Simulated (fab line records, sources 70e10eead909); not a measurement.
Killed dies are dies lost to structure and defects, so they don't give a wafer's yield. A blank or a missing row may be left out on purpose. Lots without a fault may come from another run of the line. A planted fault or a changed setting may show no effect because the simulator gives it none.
Chamber matching | flow nand_harc | NHARC_A_CHANNEL_FILL_D1_ETCHBACK_20 on rie_diel-04: 4 sister chambers
The step etches the open film in C4F8/O2/Ar, target depth 27 nm, time 13.5 s. 4 wafers are shown with their chamber, then 8 later ones without.

WAFERS WITH THEIR CHAMBER
wafer  | chamber | rf_vpp_V (V)
L084.5 | 0       | 968
L085.1 | 3       | 978
L085.2 | 2       | 969
L088.1 | 1       | 968

WAFERS WITHOUT THEIR CHAMBER
wafer  | rf_vpp_V (V)
L088.4 | 979
L088.5 | 970
L093.3 | 970
L093.4 | 969
L093.6 | 969
L097.2 | 968
L097.4 | 970
L097.5 | 968

WHICH CHAMBER EACH WENT THROUGH
wafer  | from the rows above          | in truth
L088.4 | 3                            | 3
L088.5 | can't be placed: 2 or 0 or 1 | 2
L093.3 | can't be placed: 2 or 0 or 1 | 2
L093.4 | can't be placed: 2 or 0 or 1 | 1
L093.6 | can't be placed: 2 or 0 or 1 | 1
L097.2 | can't be placed: 0 or 1 or 2 | 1
L097.4 | can't be placed: 2 or 0 or 1 | 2
L097.5 | can't be placed: 0 or 1 or 2 | 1
Placed correctly: 1 of 8. Can't be placed from these rows: 7 (the true chamber is among the candidates in 7). Placed wrongly: 0.
How it was worked out, from the rows above alone: a wafer's distance from a chamber is the root of the sum, over the readings, of the square of ((its reading less the chamber's mean) divided by the reading's scatter). The wafer belongs to the nearest chamber; if the next one is less than 2 further off, it can't be placed. A chamber's mean is the mean of its shown wafers. The scatter: with one shown wafer a chamber, the root of the mean of the squares of how far each hidden wafer lies from its nearest shown one.
